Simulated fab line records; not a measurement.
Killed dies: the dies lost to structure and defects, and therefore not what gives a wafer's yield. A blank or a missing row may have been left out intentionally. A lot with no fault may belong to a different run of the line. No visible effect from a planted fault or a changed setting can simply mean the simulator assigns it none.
Split-lot study	flow n5_finfet	route with 1938 steps; 7 lots, 21 wafers read

## THE SPLIT
At N5_MOL_CONTACT_COAG_CVD_140 (deposits W, target thk 66.5 nm, time 215 s), the setting target_thk_a was moved away from the recipe's 665 angstrom on 6 of the 21 wafers read, by -10.6% to +12.9%. For the rest of the wafers, this setting stayed at what the recipe calls for.

The reading comes from the split's own step.

## THE READING
W_of_MOL_CONTACT_COAG_CVD_140.thk_nm (the simulator's own value, which no gauge read), in nm, at N5_MOL_CONTACT_COAG_CVD_140 (deposits W, target thk 66.5 nm, time 215 s). No usual value for it is given in the file. The 15 wafers here that ran the recipe average 66.6 nm, standard deviation 0.7 nm.

wafer	tool, chamber at the split	target_thk_a as run, angstrom	against the recipe	W_of_MOL_CONTACT_COAG_CVD_140.thk_nm, nm	against lot-mates on the recipe
L079.1	cvd_w-02, 1	594.2	-10.6%	59.4	-6.8
L079.2	cvd_w-02, 0	665	recipe	65.4	-
L079.6	cvd_w-02, 1	665	recipe	67	-
L084.1	cvd_w-01, 0,1,0	665	recipe	67.4	-
L084.2	cvd_w-01, 0,1,0	665	recipe	67.4	-
L084.5	cvd_w-01, 0,1,0	665	recipe	67.4	-
L085.3	cvd_w-02, 0	665	recipe	66	-
L085.4	cvd_w-02, 1	736.4	+10.7%	73.8	+7.8
L085.6	cvd_w-02, 1	736.4	+10.7%	73.8	+7.8
L086.1	cvd_w-01, 0	665	recipe	67.4	-
L086.3	cvd_w-01, 1,0	665	recipe	66.2	-
L086.6	cvd_w-01, 1,0	665	recipe	66.2	-
L089.1	cvd_w-02, 0	665	recipe	66.4	-
L089.2	cvd_w-02, 1	665	recipe	66	-
L089.4	cvd_w-02, 1	665	recipe	66	-
L090.1	cvd_w-01, 1	665	recipe	67.6	-
L090.4	cvd_w-01, 0	750.8	+12.9%	75.8	+8.2
L090.5	cvd_w-01, 1	750.8	+12.9%	75.2	+7.6
L094.1	cvd_w-01, 0	605.7	-8.9%	61.6	-4.5
L094.3	cvd_w-01, 1	665	recipe	66.4	-
L094.6	cvd_w-01, 1	665	recipe	65.8	-
Where a row lists several chambers, the file gives one row for several wafers and doesn't say which wafer went through which chamber.

FIT RESULTS
A straight line over all 21 wafers: W_of_MOL_CONTACT_COAG_CVD_140.thk_nm changes by +0.666 nm for each +1% of target_thk_a; r = +0.99; the points scatter about the line by 0.67 nm.
The same after taking each lot's own level away (the mean of its wafers on the recipe; 21 wafers): +0.635 nm for each +1%; r = +0.99; scatter 0.56 nm.
The reading moves by 8.2 nm for the largest change in target_thk_a, on that fit.
The span of the lots' own levels, 66.00 to 67.60 nm, comes to 2.3 times the standard deviation stated above.
Hence the lot-to-lot level has little effect on the slope; both slopes agree.
Check: for one of the wafers moved furthest among these (+12.9%), held out of the fit, the line's prediction against its lot-mates is +8.35 nm. It came out at +8.2 nm against them.

## THESE WAFERS: OTHER SPLITS
Note: prior to the reading, these wafers also went through further splits. Each is held against what the fit with the lots' levels taken away leaves over:
other split on the same wafers	wafers away from the commonest value	r with W_of_MOL_CONTACT_COAG_CVD_140.thk_nm (lot level and that fit taken away)
N5_WELL_APT_COAT_02 spin_rpm	2	-0.08
N5_DUMMY_GATE_CVD_03 temp_c	12	-0.29
N5_DUMMY_GATE_COAT_35 spin_rpm	7	+0.20
N5_SD_EPI_P_ETCH_16 target_depth_a	7	-0.20
N5_SDB_ALD_29 ald_cycles	7	-0.41
N5_SDB_CMP_30 platen_rpm	7	-0.28
N5_HKMG_FIN_COAT_06 spin_rpm	6	-0.02
N5_HKMG_FIN_PEB_10 peb_time_s	4	+0.50
N5_HKMG_FIN_ETCH_86 target_depth_a	6	-0.14
N5_HKMG_FIN_ALD_71 temp_c	10	-0.15
N5_MOL_CONTACT_COAG_ETCH_67 source_w	7	-0.21

## THE FILE'S OWN FIT
W_of_MOL_CONTACT_COAG_CVD_140.thk_nm changes by +0.628 nm for each +1% of target_thk_a, r = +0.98.
